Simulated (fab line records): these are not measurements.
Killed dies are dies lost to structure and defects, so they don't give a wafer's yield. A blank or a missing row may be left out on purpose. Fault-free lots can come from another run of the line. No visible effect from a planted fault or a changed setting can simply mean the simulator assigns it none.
Comparing a struck lot with a sound one	flow nand-harc	15 out of 1159 route steps
Sound: these wafers, L819.1, L819.4, L819.5. The struck wafers were L816.2, L816.4, L816.5. The cause is named last.
At each step with rows: each side's tool, then ch and its chambers, then its first start. Under that, the readings that differ: sound wafers	struck wafers	difference of the means	sigmas: that difference in standard deviations of wafers without a fault.
alike: same words and numbers on both sides, and readings whose means sit less than 2 such deviations apart. not compared: any withheld reading, any reading some wafer has no value for, any bound like >300 that may hide the same value, and any number with overlapping values for which the record gives no deviation.
Wherever a step has rows on one side only, a row that says differs or no value, or a row with sigmas, the two part there. Numbers that don't overlap but have no deviation are shown without sigmas and don't part them. Lack of a reading on every wafer of one side parts them only where that side has two or more wafers.

first, 5 steps without rows for these wafers: NHARC_P_GATE_SOFTBAKE_21 (time 55 s); NHARC_P_GATE_EBR_22; NHARC_P_GATE_EXPOSE_23 (exposes mask P GATE, target cd 120 nm); NHARC_P_GATE_PEB_24 (peb time 65 s); NHARC_P_GATE_DEVELOP_25 (develop time 35 s).
NHARC_P_GATE_CD_MEAS_26: target cd 120 nm.
  sound on cd-sem-01 ch 0, day 9 07:50; struck on cd-sem-02 ch 0, day 8 20:05
  alike: cd-nm
NHARC_P_GATE_OVL_MEAS_27:
  sound on overlay-01, day 9 07:55; struck on overlay-01, day 8 20:11
  alike: overlay-x-nm, overlay-y-nm
NHARC_P_GATE_INSPECT_28:
  sound on defect-inspect-02, day 9 07:58; struck on defect-inspect-02, day 8 20:13
  alike: raw-defect-count
NHARC_P_GATE_DESCUM_31: chemistry O2, time 3 s.
  sound on rie-diel-04 ch 1,2, day 9 08:04; struck on rie-diel-04 ch 2,3, day 8 20:17
  alike: drypump-motor-current-A, oes-product-au, rf-vpp-V, showerhead-plenum-p-Torr, throttle-valve-pct
  not compared: rf-hours-counter-h
NHARC_P_GATE_ETCH_104: etches the open film in CF4/CHF3, target depth 60 nm.
  sound on rie-diel-04 ch 1,3, day 9 08:19; struck on rie-diel-04 ch 1,3, day 8 20:25
  alike: bias-w, cf4-flow-sccm, drypump-motor-current-A, oes-product-au, rf-vpp-V, showerhead-plenum-p-Torr, throttle-valve-pct
NHARC_P_GATE_HM_OPEN_105: chemistry O2/COS, target depth 360 nm.
  sound: rie-diel-04 ch 1,2,3; struck: rie-diel-04 ch 1,3
  alike: bias-w, drypump-motor-current-A, oes-product-au, rf-vpp-V, showerhead-plenum-p-Torr, throttle-valve-pct
  not compared: rf-hours-counter-h
then, 1 step without rows for these wafers: NHARC_P_GATE_STRIP_106 (strips in O2/COS).
NHARC_P_GATE_ETCH_114: etches the open film in CF4/O2, target depth 30 nm, overetch 3 nm, time 16.5 s.
  sound on rie-diel-04 ch 0,1, day 9 08:00; struck on rie-diel-04 ch 0,2,3, day 8 20:00
  no value came back on the struck wafers for any of 7 readings (bias-w (W), cf4-flow-sccm (sccm) and others); on the sound wafers bias-w (W) reads 99.9 100.2 99.8
  not compared: rf-hours-counter-h
NHARC_P_GATE_ETCH_32: etches the open film in HBr/Cl2, target depth 150 nm, time 100.1 s.
  sound on rie-si-05 ch 2,3, day 9 09:00; struck on rie-si-05 ch 1,2,3, day 8 21:00
  alike: bias-w, chamber-pressure-mTorr, drypump-motor-current-A, hbr-flow-sccm, oes-product-au, throttle-valve-pct
  not compared: rf-hours-counter-h
-- the record jumps here: 15 days lie between the struck wafers' starts before and after (it left off in module P_GATE and takes up again in module END, whose first step shown is number 1159 of the route) --
NHARC_END_SORT_01:
  only the struck wafers appear in the record here, on prober-01 ch 0 at day 24 01:55; the sound ones have no rows

## WHERE THEY PART
Earliest at NHARC_P_GATE_ETCH_114; latest, in this record, at NHARC_END_SORT_01.

WHY: whatever the simulator had introduced
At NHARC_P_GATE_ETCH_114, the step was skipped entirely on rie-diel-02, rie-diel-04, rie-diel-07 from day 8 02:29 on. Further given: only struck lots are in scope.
